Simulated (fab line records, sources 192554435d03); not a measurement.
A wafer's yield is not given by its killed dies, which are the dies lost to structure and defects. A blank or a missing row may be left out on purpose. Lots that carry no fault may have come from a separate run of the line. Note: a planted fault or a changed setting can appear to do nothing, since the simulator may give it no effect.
Which of the tools did it? :: flow n5 finfet :: Sampling: 24 lots, 72 wafers, 5 of 1938 route steps

## WHAT THE GAUGES READ, wafer by wafer
N5_BEOL_M10_OCD_MEAS_38.
lot: L074
measured: day 9 14:11
on: ocd-01
trench depth nm (nm): 147 154 149

lot: L075
measured: day 9 21:56
on: ocd-01
trench depth nm (nm): 151 151 147

lot: L076
measured: day 9 21:28
on: ocd-01
trench depth nm (nm): 144 143 144

lot: L077
measured: day 10 12:50
on: ocd-01
trench depth nm (nm): 147 154 148

lot: L080
measured: day 10 20:23
on: ocd-02
trench depth nm (nm): 149 155 147

lot: L079
measured: day 10 22:33
on: ocd-02
trench depth nm (nm): 151 150 146

lot: L078
measured: day 10 22:56
on: ocd-01
trench depth nm (nm): 150 151 156

lot: L081
measured: day 11 11:48
on: ocd-01
trench depth nm (nm): 153 149 147

lot: L083
measured: day 11 19:34
on: ocd-01
trench depth nm (nm): 149 153 154

lot: L082
measured: day 11 20:14
on: ocd-02
trench depth nm (nm): 156 151 154

lot: L084
measured: day 11 20:16
on: ocd-01
trench depth nm (nm): 147 148 148

lot: L085
measured: day 12 08:43
on: ocd-01
trench depth nm (nm): 153 149 154

lot: L086
measured: day 12 14:22
on: ocd-02
trench depth nm (nm): 151 144 145

lot: L087
measured: day 12 18:57
on: ocd-02
trench depth nm (nm): 149 143 144

lot: L088
measured: day 13 05:51
on: ocd-01
trench depth nm (nm): 149 155 155

lot: L090
measured: day 13 06:23
on: ocd-02
trench depth nm (nm): 148 150 150

lot: L091
measured: day 13 11:57
on: ocd-01
trench depth nm (nm): 145 146 149

lot: L089
measured: day 13 12:31
on: ocd-02
trench depth nm (nm): 145 146 145

lot: L092
measured: day 13 19:51
on: ocd-02
trench depth nm (nm): 155 155 154

lot: L093
measured: day 13 23:38
on: ocd-01
trench depth nm (nm): 153 154 157

lot: L094
measured: day 14 02:31
on: ocd-02
trench depth nm (nm): 150 150 150

lot: L095
measured: day 14 10:40
on: ocd-02
trench depth nm (nm): 146 151 147

lot: L096
measured: day 15 04:18
on: ocd-02
trench depth nm (nm): 156 155 147

lot: L097
measured: day 15 15:29
on: ocd-02
trench depth nm (nm): 156 146 153

## TOOL THAT RAN EACH LOT (tool first, then ch and the chambers of the sampled wafers, then the start)
lot: L074
N5_BEOL_M9_DEGAS_44: pvd sputter-02, day 9 07:16
N5_BEOL_M9_ALD_74: ald metal-03 ch 0,1, day 9 07:25
N5_BEOL_M10_ETCH_62: rie diel-02 ch 0,1,2, day 9 12:44
N5_BEOL_M10_STRIP_36: rie diel-04 ch 1,2,3, day 9 13:58

lot: L075
N5_BEOL_M9_DEGAS_44: pvd sputter-03, day 9 13:34
N5_BEOL_M9_ALD_74: ald metal-03 ch 0,3, day 9 13:40
N5_BEOL_M10_ETCH_62: rie diel-04 ch 1,3, day 9 20:13
N5_BEOL_M10_STRIP_36: rie diel-02 ch 0,1, day 9 21:43

lot: L076
N5_BEOL_M9_DEGAS_44: pvd sputter-02, day 9 13:41
N5_BEOL_M9_ALD_74: ald metal-01 ch 0,1,2, day 9 13:47
N5_BEOL_M10_ETCH_62: rie diel-04 ch 1,2, day 9 19:55
N5_BEOL_M10_STRIP_36: rie diel-06 ch 1,3, day 9 21:14

lot: L077
N5_BEOL_M9_DEGAS_44: pvd sputter-02, day 10 06:16
N5_BEOL_M9_ALD_74: ald metal-02 ch 0,3, day 10 06:22
N5_BEOL_M10_ETCH_62: rie diel-02 ch 0,3, day 10 10:46
N5_BEOL_M10_STRIP_36: rie diel-04 ch 0,1, day 10 12:36

lot: L080
N5_BEOL_M9_DEGAS_44: pvd sputter-02, day 10 15:16
N5_BEOL_M9_ALD_74: ald metal-02 ch 1,2, day 10 15:22
N5_BEOL_M10_ETCH_62: rie diel-02 ch 1,2,3, day 10 19:01
N5_BEOL_M10_STRIP_36: rie diel-04 ch 1,2,3, day 10 20:10

lot: L079
N5_BEOL_M9_DEGAS_44: pvd sputter-03, day 10 15:33
N5_BEOL_M9_ALD_74: ald metal-01 ch 0,1, day 10 15:39
N5_BEOL_M10_ETCH_62: rie diel-02 ch 0,1,2, day 10 20:38
N5_BEOL_M10_STRIP_36: rie diel-02 ch 0,2,3, day 10 22:19

lot: L078
N5_BEOL_M9_DEGAS_44: pvd sputter-03, day 10 15:38
N5_BEOL_M9_ALD_74: ald metal-02 ch 1,3, day 10 15:45
N5_BEOL_M10_ETCH_62: rie diel-02 ch 0,2,3, day 10 20:53
N5_BEOL_M10_STRIP_36: rie diel-06 ch 0,2,3, day 10 22:43

lot: L081
N5_BEOL_M9_DEGAS_44: pvd sputter-02, day 11 04:56
N5_BEOL_M9_ALD_74: ald metal-02 ch 0,1,2, day 11 05:04
N5_BEOL_M10_ETCH_62: rie diel-06 ch 0,2,3, day 11 10:12
N5_BEOL_M10_STRIP_36: rie diel-04 ch 0,1,2, day 11 11:34

lot: L083
N5_BEOL_M9_DEGAS_44: pvd sputter-01, day 11 09:58
N5_BEOL_M9_ALD_74: ald metal-03 ch 0,1,3, day 11 10:12
N5_BEOL_M10_ETCH_62: rie diel-04 ch 0,3, day 11 18:02
N5_BEOL_M10_STRIP_36: rie diel-06 ch 0,1,3, day 11 19:20

lot: L082
N5_BEOL_M9_DEGAS_44: pvd sputter-03, day 11 12:51
N5_BEOL_M9_ALD_74: ald metal-02 ch 0,1,2, day 11 12:58
N5_BEOL_M10_ETCH_62: rie diel-06 ch 0,2,3, day 11 18:26
N5_BEOL_M10_STRIP_36: rie diel-06 ch 0,1,2, day 11 20:00

lot: L084
N5_BEOL_M9_DEGAS_44: pvd sputter-03, day 11 13:09
N5_BEOL_M9_ALD_74: ald metal-03 ch 0,2, day 11 13:16
N5_BEOL_M10_ETCH_62: rie diel-02 ch 1,3, day 11 18:41
N5_BEOL_M10_STRIP_36: rie diel-02 ch 1,3, day 11 20:02

lot: L085
N5_BEOL_M9_DEGAS_44: pvd sputter-01, day 12 02:30
N5_BEOL_M9_ALD_74: ald metal-03 ch 0,1, day 12 02:36
N5_BEOL_M10_ETCH_62: rie diel-02 ch 0,1,3, day 12 07:13
N5_BEOL_M10_STRIP_36: rie diel-06 ch 1,2, day 12 08:30

lot: L086
N5_BEOL_M9_DEGAS_44: pvd sputter-03, day 12 08:31
N5_BEOL_M9_ALD_74: ald metal-02 ch 0,1,3, day 12 08:38
N5_BEOL_M10_ETCH_62: rie diel-06 ch 0,3, day 12 12:20
N5_BEOL_M10_STRIP_36: rie diel-04 ch 1,2,3, day 12 14:09

lot: L087
N5_BEOL_M9_DEGAS_44: pvd sputter-02, day 12 12:49
N5_BEOL_M9_ALD_74: ald metal-03 ch 0,2,3, day 12 12:56
N5_BEOL_M10_ETCH_62: rie diel-06 ch 0,1,3, day 12 16:16
N5_BEOL_M10_STRIP_36: rie diel-02 ch 0,2, day 12 18:44

lot: L088
N5_BEOL_M9_DEGAS_44: pvd sputter-01, day 12 22:22
N5_BEOL_M9_ALD_74: ald metal-02 ch 0,2,3, day 12 22:42
N5_BEOL_M10_ETCH_62: rie diel-02 ch 0,1,3, day 13 02:50
N5_BEOL_M10_STRIP_36: rie diel-06 ch 1,2,3, day 13 05:37

lot: L090
N5_BEOL_M9_DEGAS_44: pvd sputter-01, day 12 23:02
N5_BEOL_M9_ALD_74: ald metal-02 ch 0,1,2, day 12 23:10
N5_BEOL_M10_ETCH_62: rie diel-04 ch 1,2,3, day 13 03:22
N5_BEOL_M10_STRIP_36: rie diel-02 ch 1,3, day 13 06:10

lot: L091
N5_BEOL_M9_DEGAS_44: pvd sputter-01, day 13 06:26
N5_BEOL_M9_ALD_74: ald metal-01 ch 0,1,2, day 13 06:40
N5_BEOL_M10_ETCH_62: rie diel-02 ch 1,2,3, day 13 10:35
N5_BEOL_M10_STRIP_36: rie diel-04 ch 0,2,3, day 13 11:44

lot: L089
N5_BEOL_M9_DEGAS_44: pvd sputter-02, day 13 06:39
N5_BEOL_M9_ALD_74: ald metal-03 ch 0,1,2, day 13 06:45
N5_BEOL_M10_ETCH_62: rie diel-04 ch 0,3, day 13 10:50
N5_BEOL_M10_STRIP_36: rie diel-04 ch 0,2,3, day 13 12:18

lot: L092
N5_BEOL_M9_DEGAS_44: pvd sputter-01, day 13 12:59
N5_BEOL_M9_ALD_74: ald metal-01 ch 1,3, day 13 13:05
N5_BEOL_M10_ETCH_62: rie diel-02 ch 0,3, day 13 18:19
N5_BEOL_M10_STRIP_36: rie diel-06 ch 0,1, day 13 19:38

lot: L093
N5_BEOL_M9_DEGAS_44: pvd sputter-03, day 13 18:15
N5_BEOL_M9_ALD_74: ald metal-02 ch 1,2, day 13 18:21
N5_BEOL_M10_ETCH_62: rie diel-02 ch 0,2,3, day 13 21:56
N5_BEOL_M10_STRIP_36: rie diel-06 ch 1,2, day 13 23:25

lot: L094
N5_BEOL_M9_DEGAS_44: pvd sputter-03, day 13 21:18
N5_BEOL_M9_ALD_74: ald metal-03 ch 0,1,2, day 13 21:24
N5_BEOL_M10_ETCH_62: rie diel-04 ch 0,1,3, day 14 01:16
N5_BEOL_M10_STRIP_36: rie diel-02 ch 0,3, day 14 02:17

lot: L095
N5_BEOL_M9_DEGAS_44: pvd sputter-02, day 14 03:11
N5_BEOL_M9_ALD_74: ald metal-01 ch 0,1,2, day 14 03:17
N5_BEOL_M10_ETCH_62: rie diel-06 ch 0,2,3, day 14 09:17
N5_BEOL_M10_STRIP_36: rie diel-04 ch 0,1,2, day 14 10:26

lot: L096
N5_BEOL_M9_DEGAS_44: pvd sputter-01, day 14 22:58
N5_BEOL_M9_ALD_74: ald metal-01 ch 0,2,3, day 14 23:04
N5_BEOL_M10_ETCH_62: rie diel-02 ch 0,1,3, day 15 03:04
N5_BEOL_M10_STRIP_36: rie diel-06 ch 0,2,3, day 15 04:04

lot: L097
N5_BEOL_M9_DEGAS_44: pvd sputter-02, day 15 08:42
N5_BEOL_M9_ALD_74: ald metal-01 ch 1,2,3, day 15 08:49
N5_BEOL_M10_ETCH_62: rie diel-04 ch 2,3, day 15 14:05
N5_BEOL_M10_STRIP_36: rie diel-06 ch 1,2,3, day 15 15:15
- N5_BEOL_M9_DEGAS_44: time 60 s.
- N5_BEOL_M9_ALD_74: deposits TaN, target thk 2 nm, pulse time 2 s, purge time 3 s.
- N5_BEOL_M10_ETCH_62: etches SOC in N2/H2, target depth 110 nm, overetch 22 nm, time 165 s.
- N5_BEOL_M10_STRIP_36: strips in N2/H2.

## AS READ BY THE TOOLS THEMSELVES (means over the sampled wafers that have a number; for cases with no such wafer, the mark the record gives instead)
N5_BEOL_M9_DEGAS_44.
lot: L074
tool: pvd sputter-02
heater power w (W): 310

lot: L075
tool: pvd sputter-03
heater power w (W): 336

lot: L076
tool: pvd sputter-02
heater power w (W): 333

lot: L077
tool: pvd sputter-02
heater power w (W): 320

lot: L080
tool: pvd sputter-02
heater power w (W): 326

lot: L079
tool: pvd sputter-03
heater power w (W): 335

lot: L078
tool: pvd sputter-03
heater power w (W): 326

lot: L081
tool: pvd sputter-02
heater power w (W): 308

lot: L083
tool: pvd sputter-01
heater power w (W): 352

lot: L082
tool: pvd sputter-03
heater power w (W): 332

lot: L084
tool: pvd sputter-03
heater power w (W): 341

lot: L085
tool: pvd sputter-01
heater power w (W): 333

lot: L086
tool: pvd sputter-03
heater power w (W): 352

lot: L087
tool: pvd sputter-02
heater power w (W): 310

lot: L088
tool: pvd sputter-01
heater power w (W): 322

lot: L090
tool: pvd sputter-01
heater power w (W): 323

lot: L091
tool: pvd sputter-01
heater power w (W): 334

lot: L089
tool: pvd sputter-02
heater power w (W): 325

lot: L092
tool: pvd sputter-01
heater power w (W): 320

lot: L093
tool: pvd sputter-03
heater power w (W): 331

lot: L094
tool: pvd sputter-03
heater power w (W): 350

lot: L095
tool: pvd sputter-02
heater power w (W): 317

lot: L096
tool: pvd sputter-01
heater power w (W): 346

lot: L097
tool: pvd sputter-02
heater power w (W): 305

N5_BEOL_M9_ALD_74.
lot: L074
tool: ald metal-03
heater power w (W): 440

lot: L075
tool: ald metal-03
heater power w (W): 428

lot: L076
tool: ald metal-01
heater power w (W): 451

lot: L077
tool: ald metal-02
heater power w (W): 401

lot: L080
tool: ald metal-02
heater power w (W): 384

lot: L079
tool: ald metal-01
heater power w (W): 456

lot: L078
tool: ald metal-02
heater power w (W): 410

lot: L081
tool: ald metal-02
heater power w (W): 388

lot: L083
tool: ald metal-03
heater power w (W): 431

lot: L082
tool: ald metal-02
heater power w (W): 387

lot: L084
tool: ald metal-03
heater power w (W): 414

lot: L085
tool: ald metal-03
heater power w (W): 435

lot: L086
tool: ald metal-02
heater power w (W): 398

lot: L087
tool: ald metal-03
heater power w (W): 412

lot: L088
tool: ald metal-02
heater power w (W): 391

lot: L090
tool: ald metal-02
heater power w (W): 382

lot: L091
tool: ald metal-01
heater power w (W): 453

lot: L089
tool: ald metal-03
heater power w (W): 424

lot: L092
tool: ald metal-01
heater power w (W): 459

lot: L093
tool: ald metal-02
heater power w (W): 397

lot: L094
tool: ald metal-03
heater power w (W): 428

lot: L095
tool: ald metal-01
heater power w (W): 455

lot: L096
tool: ald metal-01
heater power w (W): 432

lot: L097
tool: ald metal-01
heater power w (W): 452

N5_BEOL_M10_ETCH_62.
lot: L074
tool: rie diel-02
drypump motor current A (A): 5.3
n2 flow sccm (sccm): 200.2
oes product au (a.u.): 0.64
rf vpp V (V): 525.9
showerhead plenum p Torr (Torr): 2.58
throttle valve pct (%): 18.02

lot: L075
tool: rie diel-04
drypump motor current A (A): 5.6
n2 flow sccm (sccm): 200.0
oes product au (a.u.): 0.65
rf vpp V (V): 524.5
showerhead plenum p Torr (Torr): 2.53
throttle valve pct (%): 18.04

lot: L076
tool: rie diel-04
drypump motor current A (A): 6.1
n2 flow sccm (sccm): 199.9
oes product au (a.u.): 0.65
rf vpp V (V): 521.6
showerhead plenum p Torr (Torr): 2.48
throttle valve pct (%): 17.86

lot: L077
tool: rie diel-02
drypump motor current A (A): 5.6
n2 flow sccm (sccm): 199.9
oes product au (a.u.): 0.70
rf vpp V (V): 526.7
showerhead plenum p Torr (Torr): 2.64
throttle valve pct (%): 17.87

lot: L080
tool: rie diel-02
drypump motor current A (A): 5.5
n2 flow sccm (sccm): 200.0
oes product au (a.u.): 0.63
rf vpp V (V): 525.8
showerhead plenum p Torr (Torr): 2.60
throttle valve pct (%): 17.95

lot: L079
tool: rie diel-02
drypump motor current A (A): 5.3
n2 flow sccm (sccm): 200.0
oes product au (a.u.): 0.63
rf vpp V (V): 524.3
showerhead plenum p Torr (Torr): 2.57
throttle valve pct (%): 18.02

lot: L078
tool: rie diel-02
drypump motor current A (A): 5.3
n2 flow sccm (sccm): 200.3
oes product au (a.u.): 0.67
rf vpp V (V): 525.1
showerhead plenum p Torr (Torr): 2.58
throttle valve pct (%): 17.92

lot: L081
tool: rie diel-06
drypump motor current A (A): 5.7
n2 flow sccm (sccm): 199.6
oes product au (a.u.): 0.74
rf vpp V (V): 522.9
showerhead plenum p Torr (Torr): 2.49
throttle valve pct (%): 17.86

lot: L083
tool: rie diel-04
drypump motor current A (A): 5.8
n2 flow sccm (sccm): 199.7
oes product au (a.u.): 0.61
rf vpp V (V): 522.0
showerhead plenum p Torr (Torr): 2.48
throttle valve pct (%): 18.01

lot: L082
tool: rie diel-06
drypump motor current A (A): 5.7
n2 flow sccm (sccm): 199.9
oes product au (a.u.): 0.73
rf vpp V (V): 521.9
showerhead plenum p Torr (Torr): 2.49
throttle valve pct (%): 17.88

lot: L084
tool: rie diel-02
drypump motor current A (A): 5.6
n2 flow sccm (sccm): 200.4
oes product au (a.u.): 0.62
rf vpp V (V): 526.4
showerhead plenum p Torr (Torr): 2.64
throttle valve pct (%): 18.02

lot: L085
tool: rie diel-02
drypump motor current A (A): 5.6
n2 flow sccm (sccm): 199.9
oes product au (a.u.): 0.66
rf vpp V (V): 526.0
showerhead plenum p Torr (Torr): 2.62
throttle valve pct (%): 18.00

lot: L086
tool: rie diel-06
drypump motor current A (A): 5.9
n2 flow sccm (sccm): 200.0
oes product au (a.u.): 0.78
rf vpp V (V): 523.4
showerhead plenum p Torr (Torr): 2.51
throttle valve pct (%): 17.82

lot: L087
tool: rie diel-06
drypump motor current A (A): 6.0
n2 flow sccm (sccm): 200.1
oes product au (a.u.): 0.78
rf vpp V (V): 524.9
showerhead plenum p Torr (Torr): 2.55
throttle valve pct (%): 17.72

lot: L088
tool: rie diel-02
drypump motor current A (A): 5.5
n2 flow sccm (sccm): 200.7
oes product au (a.u.): 0.65
rf vpp V (V): 526.2
showerhead plenum p Torr (Torr): 2.62
throttle valve pct (%): 18.01

lot: L090
tool: rie diel-04
drypump motor current A (A): 5.8
n2 flow sccm (sccm): 200.0
oes product au (a.u.): 0.63
rf vpp V (V): 523.1
showerhead plenum p Torr (Torr): 2.49
throttle valve pct (%): 18.01

lot: L091
tool: rie diel-02
drypump motor current A (A): 5.5
n2 flow sccm (sccm): 200.2
oes product au (a.u.): 0.61
rf vpp V (V): 525.3
showerhead plenum p Torr (Torr): 2.59
throttle valve pct (%): 17.98

lot: L089
tool: rie diel-04
drypump motor current A (A): 5.8
n2 flow sccm (sccm): 199.3
oes product au (a.u.): 0.60
rf vpp V (V): 521.6
showerhead plenum p Torr (Torr): 2.48
throttle valve pct (%): 18.03

lot: L092
tool: rie diel-02
drypump motor current A (A): 5.5
n2 flow sccm (sccm): 200.2
oes product au (a.u.): 0.68
rf vpp V (V): 525.5
showerhead plenum p Torr (Torr): 2.60
throttle valve pct (%): 18.01

lot: L093
tool: rie diel-02
drypump motor current A (A): 5.4
n2 flow sccm (sccm): 200.5
oes product au (a.u.): 0.65
rf vpp V (V): 524.8
showerhead plenum p Torr (Torr): 2.57
throttle valve pct (%): 17.96

lot: L094
tool: rie diel-04
drypump motor current A (A): 5.7
n2 flow sccm (sccm): 199.9
oes product au (a.u.): 0.63
rf vpp V (V): 523.2
showerhead plenum p Torr (Torr): 2.49
throttle valve pct (%): 17.95

lot: L095
tool: rie diel-06
drypump motor current A (A): 5.7
n2 flow sccm (sccm): 200.6
oes product au (a.u.): 0.77
rf vpp V (V): 524.9
showerhead plenum p Torr (Torr): 2.58
throttle valve pct (%): 17.76

lot: L096
tool: rie diel-02
drypump motor current A (A): 5.5
n2 flow sccm (sccm): 200.2
oes product au (a.u.): 0.71
rf vpp V (V): 525.3
showerhead plenum p Torr (Torr): 2.61
throttle valve pct (%): 17.90

lot: L097
tool: rie diel-04
drypump motor current A (A): 6.2
n2 flow sccm (sccm): 199.7
oes product au (a.u.): 0.66
rf vpp V (V): 520.6
showerhead plenum p Torr (Torr): 2.44
throttle valve pct (%): 17.89

N5_BEOL_M10_STRIP_36.
lot: L074
tool: rie diel-04
drypump motor current A (A): 5.8
n2 flow sccm (sccm): 199.7
oes product au (a.u.): 0.78
rf vpp V (V): 58.7
showerhead plenum p Torr (Torr): 2.50
throttle valve pct (%): 23.74

lot: L075
tool: rie diel-02
drypump motor current A (A): 5.4
n2 flow sccm (sccm): 199.8
oes product au (a.u.): 0.81
rf vpp V (V): 57.7
showerhead plenum p Torr (Torr): 2.59
throttle valve pct (%): 23.92

lot: L076
tool: rie diel-06
drypump motor current A (A): 6.0
n2 flow sccm (sccm): 199.9
oes product au (a.u.): 0.69
rf vpp V (V): 59.5
showerhead plenum p Torr (Torr): 2.56
throttle valve pct (%): 23.92

lot: L077
tool: rie diel-04
drypump motor current A (A): 5.9
n2 flow sccm (sccm): 200.1
oes product au (a.u.): 0.79
rf vpp V (V): 58.3
showerhead plenum p Torr (Torr): 2.48
throttle valve pct (%): 23.53

lot: L080
tool: rie diel-04
drypump motor current A (A): 5.8
n2 flow sccm (sccm): 199.6
oes product au (a.u.): 0.77
rf vpp V (V): 58.8
showerhead plenum p Torr (Torr): 2.50
throttle valve pct (%): 23.76

lot: L079
tool: rie diel-02
drypump motor current A (A): 5.4
n2 flow sccm (sccm): 199.6
oes product au (a.u.): 0.80
rf vpp V (V): 58.3
showerhead plenum p Torr (Torr): 2.58
throttle valve pct (%): 23.79

lot: L078
tool: rie diel-06
drypump motor current A (A): 5.7
n2 flow sccm (sccm): 199.7
oes product au (a.u.): 0.88
rf vpp V (V): 59.1
showerhead plenum p Torr (Torr): 2.49
throttle valve pct (%): 23.66

lot: L081
tool: rie diel-04
drypump motor current A (A): 6.0
n2 flow sccm (sccm): 199.4
oes product au (a.u.): 0.77
rf vpp V (V): 57.1
showerhead plenum p Torr (Torr): 2.47
throttle valve pct (%): 23.60

lot: L083
tool: rie diel-06
drypump motor current A (A): 6.0
n2 flow sccm (sccm): 199.9
oes product au (a.u.): 0.94
rf vpp V (V): 58.2
showerhead plenum p Torr (Torr): 2.55
throttle valve pct (%): 23.51

lot: L082
tool: rie diel-06
drypump motor current A (A): 5.8
n2 flow sccm (sccm): 199.9
oes product au (a.u.): 0.87
rf vpp V (V): 57.1
showerhead plenum p Torr (Torr): 2.51
throttle valve pct (%): 23.57

lot: L084
tool: rie diel-02
drypump motor current A (A): 5.7
n2 flow sccm (sccm): 200.4
oes product au (a.u.): 0.78
rf vpp V (V): 59.0
showerhead plenum p Torr (Torr): 2.65
throttle valve pct (%): 23.75

lot: L085
tool: rie diel-06
drypump motor current A (A): 5.8
n2 flow sccm (sccm): 200.4
oes product au (a.u.): 0.85
rf vpp V (V): 58.7
showerhead plenum p Torr (Torr): 2.52
throttle valve pct (%): 23.57

lot: L086
tool: rie diel-04
drypump motor current A (A): 5.8
n2 flow sccm (sccm): 199.5
oes product au (a.u.): 0.75
rf vpp V (V): 61.4
showerhead plenum p Torr (Torr): 2.49
throttle valve pct (%): 23.77

lot: L087
tool: rie diel-02
drypump motor current A (A): 5.1
n2 flow sccm (sccm): 199.3
oes product au (a.u.): 0.73
rf vpp V (V): 61.8
showerhead plenum p Torr (Torr): 2.52
throttle valve pct (%): 23.80

lot: L088
tool: rie diel-06
drypump motor current A (A): 5.8
n2 flow sccm (sccm): 199.9
oes product au (a.u.): 0.94
rf vpp V (V): 58.3
showerhead plenum p Torr (Torr): 2.59
throttle valve pct (%): 23.57

lot: L090
tool: rie diel-02
drypump motor current A (A): 5.6
n2 flow sccm (sccm): 200.0
oes product au (a.u.): 0.76
rf vpp V (V): 59.7
showerhead plenum p Torr (Torr): 2.64
throttle valve pct (%): 23.81

lot: L091
tool: rie diel-04
drypump motor current A (A): 6.1
n2 flow sccm (sccm): 199.6
oes product au (a.u.): 0.71
rf vpp V (V): 60.0
showerhead plenum p Torr (Torr): 2.45
throttle valve pct (%): 23.68

lot: L089
tool: rie diel-04
drypump motor current A (A): 6.0
n2 flow sccm (sccm): 200.4
oes product au (a.u.): 0.72
rf vpp V (V): 58.5
showerhead plenum p Torr (Torr): 2.44
throttle valve pct (%): 23.66

lot: L092
tool: rie diel-06
drypump motor current A (A): 6.1
n2 flow sccm (sccm): 199.2
oes product au (a.u.): 0.92
rf vpp V (V): 61.5
showerhead plenum p Torr (Torr): 2.57
throttle valve pct (%): 23.42

lot: L093
tool: rie diel-06
drypump motor current A (A): 5.8
n2 flow sccm (sccm): 200.2
oes product au (a.u.): 0.93
rf vpp V (V): 60.4
showerhead plenum p Torr (Torr): 2.62
throttle valve pct (%): 23.47

lot: L094
tool: rie diel-02
drypump motor current A (A): 5.5
n2 flow sccm (sccm): 200.0
oes product au (a.u.): 0.80
rf vpp V (V): 58.1
showerhead plenum p Torr (Torr): 2.59
throttle valve pct (%): 23.95

lot: L095
tool: rie diel-04
drypump motor current A (A): 6.0
n2 flow sccm (sccm): 200.3
oes product au (a.u.): 0.74
rf vpp V (V): 58.2
showerhead plenum p Torr (Torr): 2.46
throttle valve pct (%): 23.64

lot: L096
tool: rie diel-06
drypump motor current A (A): 5.7
n2 flow sccm (sccm): 200.2
oes product au (a.u.): 0.89
rf vpp V (V): 60.1
showerhead plenum p Torr (Torr): 2.57
throttle valve pct (%): 23.60

lot: L097
tool: rie diel-06
drypump motor current A (A): 5.8
n2 flow sccm (sccm): 200.3
oes product au (a.u.): 0.89
rf vpp V (V): 59.2
showerhead plenum p Torr (Torr): 2.58
throttle valve pct (%): 23.60

## THE ANSWER, worked out from the rows above alone
Rule: what is usual is taken from the lots themselves. The widest of any qualifying gaps counts: lots, ordered by their means at a reading, are off when they make up no more than a third of the lots, leave a main group of 4 or more, and stand apart from it by 3 or more times the standard deviation of that group's means. If all means in a main group match to the digits the tables above print for the reading, that group is not used. A lot without any number at a reading at which 4 lots or more have one is off too. Any other lot the step has rows for is counted as sound. First the gauges in route order, then the tools' own readings, where a lot's mean is used as printed above. At the first step where some lot is off, the reading lying furthest off is the one used; lots without a number count as furthest.
No lot is off at any reading shown: from this, nothing can be told.

## WHAT THE SIMULATOR PUT IN
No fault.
